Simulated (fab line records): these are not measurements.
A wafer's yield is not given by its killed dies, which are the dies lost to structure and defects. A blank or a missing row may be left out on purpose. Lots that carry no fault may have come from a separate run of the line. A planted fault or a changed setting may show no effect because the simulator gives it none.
Split-lot experiment :: flow n5 finfet :: 21 wafers read across 7 lots, on a route 1938 steps long

== ON THE SPLIT ==
At N5_SDB_COAT_03 (time 60 s, resist thk 100 nm), the setting spin rpm was moved away from the recipe's 1500 rpm on 13 of the 21 wafers read, by -11.2% to +3.9%. All remaining wafers had this setting at the recipe value.

== FROM THE SPLIT TO THE READING: what the file shows between them, 4 steps ==
- N5_SDB_COAT_04: time 60 s, resist thk 18 nm
- N5_SDB_COAT_05: resist thk 90 nm
- N5_SDB_DESCUM_16: chemistry O2, time 7.9 s
- N5_SDB_ETCH_17: etches SiARC in CF4, target depth 23.4 nm, time 39 s

== THE READING ==
etch.depth nm (the simulator's own value, which no gauge read), in nm, at N5_SDB_ETCH_18 (etches SOC in N2/H2, target depth 100 nm, overetch 20 nm, time 150 s). There is no usual value for it anywhere in the file. Across the 8 wafers here that went through the recipe, the average is 99.89 nm and the standard deviation 0.43 nm.

wafer: L074.4
tool, chamber at the split: litho track-01, 0
spin rpm as run, rpm: 1398
against the recipe: -6.8%
etch.depth nm, nm: 102.8
against lot-mates on the recipe: +3.27

wafer: L074.5
tool, chamber at the split: litho track-01, 0
spin rpm as run, rpm: 1500
against the recipe: recipe
etch.depth nm, nm: 99.73
against lot-mates on the recipe: -

wafer: L074.6
tool, chamber at the split: litho track-01, 0
spin rpm as run, rpm: 1500
against the recipe: recipe
etch.depth nm, nm: 99.32
against lot-mates on the recipe: -

wafer: L075.2
tool, chamber at the split: litho track-05, 0
spin rpm as run, rpm: 1500
against the recipe: recipe
etch.depth nm, nm: 100.7
against lot-mates on the recipe: -

wafer: L075.4
tool, chamber at the split: litho track-05, 0
spin rpm as run, rpm: 1544
against the recipe: +2.9%
etch.depth nm, nm: 98.84
against lot-mates on the recipe: -1.86

wafer: L075.6
tool, chamber at the split: litho track-05, 0
spin rpm as run, rpm: 1544
against the recipe: +2.9%
etch.depth nm, nm: 99.06
against lot-mates on the recipe: -1.64

wafer: L078.2
tool, chamber at the split: litho track-05, 0
spin rpm as run, rpm: 1558
against the recipe: +3.9%
etch.depth nm, nm: 98.12
against lot-mates on the recipe: -2.18

wafer: L078.3
tool, chamber at the split: litho track-05, 0
spin rpm as run, rpm: 1558
against the recipe: +3.9%
etch.depth nm, nm: 97.88
against lot-mates on the recipe: -2.42

wafer: L078.5
tool, chamber at the split: litho track-05, 0
spin rpm as run, rpm: 1500
against the recipe: recipe
etch.depth nm, nm: 100.3
against lot-mates on the recipe: -

wafer: L080.4
tool, chamber at the split: litho track-01, 0
spin rpm as run, rpm: 1555
against the recipe: +3.7%
etch.depth nm, nm: 98.12
against lot-mates on the recipe: no lot-mate on the recipe

wafer: L080.5
tool, chamber at the split: litho track-01, 0
spin rpm as run, rpm: 1555
against the recipe: +3.7%
etch.depth nm, nm: 98.12
against lot-mates on the recipe: no lot-mate on the recipe

wafer: L080.6
tool, chamber at the split: litho track-01, 0
spin rpm as run, rpm: 1555
against the recipe: +3.7%
etch.depth nm, nm: 98.08
against lot-mates on the recipe: no lot-mate on the recipe

wafer: L083.2
tool, chamber at the split: litho track-04, 0
spin rpm as run, rpm: 1332
against the recipe: -11.2%
etch.depth nm, nm: 106
against lot-mates on the recipe: +5.90

wafer: L083.4
tool, chamber at the split: litho track-04, 0
spin rpm as run, rpm: 1332
against the recipe: -11.2%
etch.depth nm, nm: 106
against lot-mates on the recipe: +5.90

wafer: L083.3
tool, chamber at the split: litho track-04, 0
spin rpm as run, rpm: 1500
against the recipe: recipe
etch.depth nm, nm: 100.1
against lot-mates on the recipe: -

wafer: L085.2
tool, chamber at the split: litho track-05, 0
spin rpm as run, rpm: 1500
against the recipe: recipe
etch.depth nm, nm: 99.64
against lot-mates on the recipe: -

wafer: L085.3
tool, chamber at the split: litho track-05, 0
spin rpm as run, rpm: 1500
against the recipe: recipe
etch.depth nm, nm: 99.45
against lot-mates on the recipe: -

wafer: L085.4
tool, chamber at the split: litho track-05, 0
spin rpm as run, rpm: 1500
against the recipe: recipe
etch.depth nm, nm: 99.84
against lot-mates on the recipe: -

wafer: L086.3
tool, chamber at the split: litho track-05, 0
spin rpm as run, rpm: 1336
against the recipe: -10.9%
etch.depth nm, nm: 106.2
against lot-mates on the recipe: no lot-mate on the recipe

wafer: L086.5
tool, chamber at the split: litho track-05, 0
spin rpm as run, rpm: 1336
against the recipe: -10.9%
etch.depth nm, nm: 106
against lot-mates on the recipe: no lot-mate on the recipe

wafer: L086.6
tool, chamber at the split: litho track-05, 0
spin rpm as run, rpm: 1336
against the recipe: -10.9%
etch.depth nm, nm: 105.7
against lot-mates on the recipe: no lot-mate on the recipe

THE FIT
A straight line over all 21 wafers: etch.depth nm changes by -0.526 nm for each +1% of spin rpm; r = -0.99; the points scatter about the line by 0.4 nm.
The same after taking each lot's own level away (the mean of its wafers on the recipe; 15 wafers): -0.534 nm for each +1%; r = -1.00; scatter 0.18 nm.
That fit puts the effect of the largest move of spin rpm on the reading at 6 nm.
The lots' own levels span 99.525 to 100.700 nm, that is 2.7 times the standard deviation above.
Hence the lot-to-lot level has little effect on the slope; both slopes agree.
Check: for one of the wafers moved furthest among these (-11.2%), held out of the fit, the line's prediction against its lot-mates is +5.89 nm. It came out at +5.9 nm against them.

== FURTHER SPLITS ON THESE WAFERS ==
Other splits were also applied to these wafers ahead of the reading. Each is held against what the fit with the lots' levels taken away leaves over:
other split on the same wafers: N5_SDB_HM_DEP_00 time s
wafers away from the commonest value: 6
r with etch.depth nm (lot level and that fit taken away): +0.08

== THE WHOLE CHAIN: every reading that the file lists as answering this split, in the file's order ==
step: N5_SDB_COAT_03
what it does: time 60 s, resist thk 100 nm
reading: SOC_of_SDB_COAT_03.thk nm (the simulator's own value, which no gauge read)
change (the file's fit): -0.525 nm for each +1% of the setting
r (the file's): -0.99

step: N5_SDB_ETCH_18
what it does: etches SOC in N2/H2, target depth 100 nm, overetch 20 nm, time 150 s
reading: etch.depth nm (the simulator's own value, which no gauge read)
change (the file's fit): -0.523 nm for each +1% of the setting
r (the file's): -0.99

step: N5_SDB_STRIP_22
what it does: strips in N2/H2
reading: strip time to endpoint s
change (the file's fit): withheld for each +1% of the setting
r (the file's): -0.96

== FILE'S OWN FIT ==
etch.depth nm changes by -0.523 nm for each +1% of spin rpm, r = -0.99.
